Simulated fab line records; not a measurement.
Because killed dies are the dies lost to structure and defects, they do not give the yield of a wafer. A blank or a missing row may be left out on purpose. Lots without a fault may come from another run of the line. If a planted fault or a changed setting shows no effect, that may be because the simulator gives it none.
Chamber matching + flow nand-harc + cmp-01 running NHARC_P_BONDPAD_CMP_32: 4 sister chambers
The step polishes SiCN, target thk 200 nm. 20 wafers are shown with their chamber, then 10 later ones without.

== WAFERS, EACH WITH ITS CHAMBER ==
| wafer  | chamber | motor-current-A (A) |
|--------|---------|---------------------|
| L074.1 | 0       | 11.5                |
| L074.2 | 1       | 12.2                |
| L074.6 | 3       | 10.8                |
| L075.2 | 1       | 12.3                |
| L075.4 | 0       | 11.6                |
| L075.5 | 2       | 11.4                |
| L077.2 | 1       | 12.7                |
| L077.4 | 2       | 12.1                |
| L077.6 | 3       | 10.5                |
| L080.1 | 1       | 12.6                |
| L080.5 | 3       | 10.8                |
| L080.6 | 0       | 11.6                |
| L081.2 | 1       | 12.1                |
| L081.4 | 2       | 12.2                |
| L081.5 | 1       | 12.1                |
| L082.1 | 0       | 12.1                |
| L082.3 | 3       | 11.0                |
| L082.4 | 2       | 12.3                |
| L085.1 | 0       | 11.2                |
| L085.5 | 2       | 12.6                |

SIGNATURES, as means of the wafers listed above
| reading         | chamber 0 | chamber 1 | chamber 2 | chamber 3 | scatter within a chamber |
|-----------------|-----------|-----------|-----------|-----------|--------------------------|
| motor-current-A | 11.600    | 12.333    | 12.120    | 10.775    | 0.323                    |
Rule: distance of a wafer from a chamber = root of the sum over the readings of ((wafer's reading minus chamber's mean) / reading's scatter) squared. If the next closest chamber is less than 2 further off than the closest, the wafer can't be placed; otherwise it belongs to the closest. The scatter is the square root of a quotient: the sum, over the shown wafers, of each reading's squared deviation from its chamber's mean, divided by wafers minus chambers.

== WAFERS WHOSE CHAMBER IS MISSING ==
| wafer  | motor-current-A (A) |
|--------|---------------------|
| L085.6 | 11.2                |
| L091.1 | 11.3                |
| L091.3 | 10.9                |
| L091.5 | 11.7                |
| L093.2 | 12.9                |
| L093.3 | 12.1                |
| L093.5 | 11.8                |
| L096.1 | 10.8                |
| L096.5 | 13.0                |
| L096.6 | 12.2                |

== THE CHAMBER EACH PASSED THROUGH ==
| wafer  | from the rows above          | in truth |
|--------|------------------------------|----------|
| L085.6 | can't be placed: 0 or 3 or 2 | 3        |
| L091.1 | can't be placed: 0 or 3 or 2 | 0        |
| L091.3 | can't be placed: 3 or 0      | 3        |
| L091.5 | can't be placed: 0 or 2 or 1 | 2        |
| L093.2 | can't be placed: 1 or 2      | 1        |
| L093.3 | can't be placed: 2 or 1 or 0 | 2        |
| L093.5 | can't be placed: 0 or 2 or 1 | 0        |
| L096.1 | 3                            | 3        |
| L096.5 | can't be placed: 1 or 2      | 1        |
| L096.6 | can't be placed: 2 or 1 or 0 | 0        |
Correct placement for 1 of the 10. Unplaceable from these rows: 9, with the true chamber sitting among the candidates in 9. 0 placed wrongly.
